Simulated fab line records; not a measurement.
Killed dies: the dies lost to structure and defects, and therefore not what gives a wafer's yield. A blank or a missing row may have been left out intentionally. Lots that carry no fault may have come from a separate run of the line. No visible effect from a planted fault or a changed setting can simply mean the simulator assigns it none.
2 desks, one fault :: flow nand_harc :: only its own numbers are on each desk; what lay behind them is given at the end

AT THE METROLOGY DESK
What the gauges read for every lot (on any tool): the sampled wafers with a number, averaged. A lot is out of limits, marked OUT, if its mean lies more than 4 standard deviations from the usual mean; the brackets give that distance.
Columns: A = cd_nm at NHARC_P_GATE_CD_MEAS_26, usual 120.1 nm
lot: L133
first seen here: day 4 09:34
A: 119.1

lot: L134
first seen here: day 5 00:57
A: 119.7

lot: L136
first seen here: day 5 03:08
A: 120.2

lot: L138
first seen here: day 5 16:11
A: 120.5

lot: L139
first seen here: day 6 06:52
A: 120.6

lot: L143
first seen here: day 7 05:20
A: 122.8

lot: L142
first seen here: day 7 06:06
A: 122.4

lot: L147
first seen here: day 8 13:33
A: 120.1

lot: L154
first seen here: day 9 15:46
A: 119.8

lot: L153
first seen here: day 9 16:22
A: 119.6

lot: L156
first seen here: day 10 06:02
A: 120.9
This desk's verdict: no lot among the 11 shows anything out of limits.

THE TOOL OWNER'S DESK: litho_track-04
The tool's own readings at NHARC_P_GATE_PEB_24 (peb time 65 s): means of the sampled wafers that have a number, for each lot that ran on this tool. A lot is out of limits, marked OUT, if its mean lies more than 4 standard deviations from the usual mean; the brackets give that distance.
Columns: A = heater_power_total_W at NHARC_P_GATE_PEB_24, usual 156.6 W; B = plate_temp_C at NHARC_P_GATE_PEB_24, usual 100.00 C
lot: L136
first seen here: day 5 03:03
A: 156.6
B: 100.09

lot: L138
first seen here: day 5 16:05
A: 156.8
B: 100.04

lot: L139
first seen here: day 6 06:47
A: 156.2
B: 99.90

lot: L143
first seen here: day 7 05:16
A: 154.6 (-4.5) OUT
B: 99.70

lot: L142
first seen here: day 7 06:01
A: 155.3
B: 99.44 (-4.7) OUT

lot: L156
first seen here: day 10 05:57
A: 156.5
B: 99.89
This desk's finding: out of limits on L142, L143; first on L143, day 7 05:16 (heater_power_total_W at NHARC_P_GATE_PEB_24). Within limits: L136, L138, L139, L156.

PUT TOGETHER
On L142, L143, at day 7 05:16, an alarm was possible from the tool owner's desk.
From the metrology desk's view, nothing was out of limits.
The metrology desk has L142, L143 on record, within its limits.
On litho_track-04, each named lot ran NHARC_P_GATE_PEB_24.

WHAT WAS PUT IN BY THE SIMULATOR
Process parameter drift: litho_track-04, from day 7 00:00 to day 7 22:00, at NHARC_P_GATE_PEB_24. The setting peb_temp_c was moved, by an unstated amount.
Struck lots among those shown: L142, L143.
How many hours passed from the start of the fault until each desk's first out-of-limits reading: the tool owner's desk, 5.
